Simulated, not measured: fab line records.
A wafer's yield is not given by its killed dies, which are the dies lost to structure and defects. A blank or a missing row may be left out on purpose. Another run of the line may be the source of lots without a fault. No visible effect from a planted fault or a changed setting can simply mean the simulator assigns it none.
Chamber matching || flow n5-finfet || rie-diel-01 running N5_WELL_APT_DESCUM_30: 4 sister chambers
The step chemistry O2, time 7.9 s. 4 wafers are shown with their chamber, then 8 later ones without.

## EACH WAFER AND ITS CHAMBER
{"wafer": "L084.1", "chamber": 2, "showerhead-plenum-p-Torr (Torr)": 1.98}
{"wafer": "L090.5", "chamber": 0, "showerhead-plenum-p-Torr (Torr)": 2.06}
{"wafer": "L090.6", "chamber": 3, "showerhead-plenum-p-Torr (Torr)": 2.15}
{"wafer": "L095.1", "chamber": 1, "showerhead-plenum-p-Torr (Torr)": 2.15}

## WAFERS WITHOUT THEIR CHAMBER
{"wafer": "L095.3", "showerhead-plenum-p-Torr (Torr)": 2.14}
{"wafer": "L095.5", "showerhead-plenum-p-Torr (Torr)": 1.97}
{"wafer": "L096.1", "showerhead-plenum-p-Torr (Torr)": 1.97}
{"wafer": "L096.5", "showerhead-plenum-p-Torr (Torr)": 2.14}
{"wafer": "L096.6", "showerhead-plenum-p-Torr (Torr)": 1.97}
{"wafer": "L097.1", "showerhead-plenum-p-Torr (Torr)": 1.97}
{"wafer": "L097.3", "showerhead-plenum-p-Torr (Torr)": 2.15}
{"wafer": "L097.5", "showerhead-plenum-p-Torr (Torr)": 2.15}

## WHICH CHAMBER EACH WENT THROUGH
{"wafer": "L095.3", "from the rows above": "can't be placed: 1 or 3", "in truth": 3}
{"wafer": "L095.5", "from the rows above": 2, "in truth": 2}
{"wafer": "L096.1", "from the rows above": 2, "in truth": 2}
{"wafer": "L096.5", "from the rows above": "can't be placed: 1 or 3", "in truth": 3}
{"wafer": "L096.6", "from the rows above": 2, "in truth": 2}
{"wafer": "L097.1", "from the rows above": 2, "in truth": 2}
{"wafer": "L097.3", "from the rows above": "can't be placed: 1 or 3", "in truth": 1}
{"wafer": "L097.5", "from the rows above": "can't be placed: 1 or 3", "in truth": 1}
Correct placement for 4 of the 8. Cannot be placed on the basis of these rows: 4; the candidates contain the true chamber in 4. Wrongly placed: 0.
How it was worked out, from the rows above alone: a wafer's distance from a chamber is the root of the sum, over the readings, of the square of ((its reading less the chamber's mean) divided by the reading's scatter). If the next closest chamber is less than 2 further off than the closest, the wafer can't be placed; otherwise it belongs to the closest. The mean given for a chamber averages the wafers shown for that chamber. The scatter: root of mean squared gap, hidden wafer to nearest shown wafer, with one shown wafer a chamber.
